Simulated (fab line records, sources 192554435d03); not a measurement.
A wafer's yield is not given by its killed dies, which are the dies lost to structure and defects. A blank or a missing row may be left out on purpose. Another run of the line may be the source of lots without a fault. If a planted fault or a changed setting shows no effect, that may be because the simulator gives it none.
Matching of chambers + flow n5-finfet + N5_MOL_CONTACT_COAG_CMP_28 on cmp-01 has 4 sister chambers
The step polishes, stops on SiNx, t overpolish 0.85 s, target thk 14.522 nm. 4 wafers are shown with their chamber, then 7 later ones without.

## WAFERS WITH THEIR CHAMBER
| wafer  | chamber | motor-current-A (A) |
|--------|---------|---------------------|
| L085.4 | 2       | 12.9                |
| L089.2 | 1       | 11.9                |
| L089.4 | 3       | 12.4                |
| L090.3 | 0       | 11.5                |

## WAFERS WHOSE CHAMBER IS MISSING
| wafer  | motor-current-A (A) |
|--------|---------------------|
| L092.3 | 12.5                |
| L092.4 | 13.3                |
| L095.1 | 11.6                |
| L095.4 | 13.4                |
| L096.1 | 11.7                |
| L096.2 | 12.7                |
| L096.3 | 12.9                |

## CHAMBER TAKEN BY EACH
| wafer  | from the rows above          | in truth |
|--------|------------------------------|----------|
| L092.3 | can't be placed: 3 or 2 or 1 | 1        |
| L092.4 | can't be placed: 2 or 3      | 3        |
| L095.1 | can't be placed: 0 or 1      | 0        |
| L095.4 | can't be placed: 2 or 3      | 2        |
| L096.1 | can't be placed: 0 or 1 or 3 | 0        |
| L096.2 | can't be placed: 2 or 3      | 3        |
| L096.3 | can't be placed: 2 or 3      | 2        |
Placed correctly: 0 of 7. Cannot be placed on the basis of these rows: 7; the candidates contain the true chamber in 7. Wrongly placed: 0.
How it was worked out, from the rows above alone: a wafer's distance from a chamber is the root of the sum, over the readings, of the square of ((its reading less the chamber's mean) divided by the reading's scatter). If the next closest chamber is less than 2 further off than the closest, the wafer can't be placed; otherwise it belongs to the closest. Each chamber's mean is taken over the wafers shown for it. The scatter: root of mean squared gap, hidden wafer to nearest shown wafer, with one shown wafer a chamber.
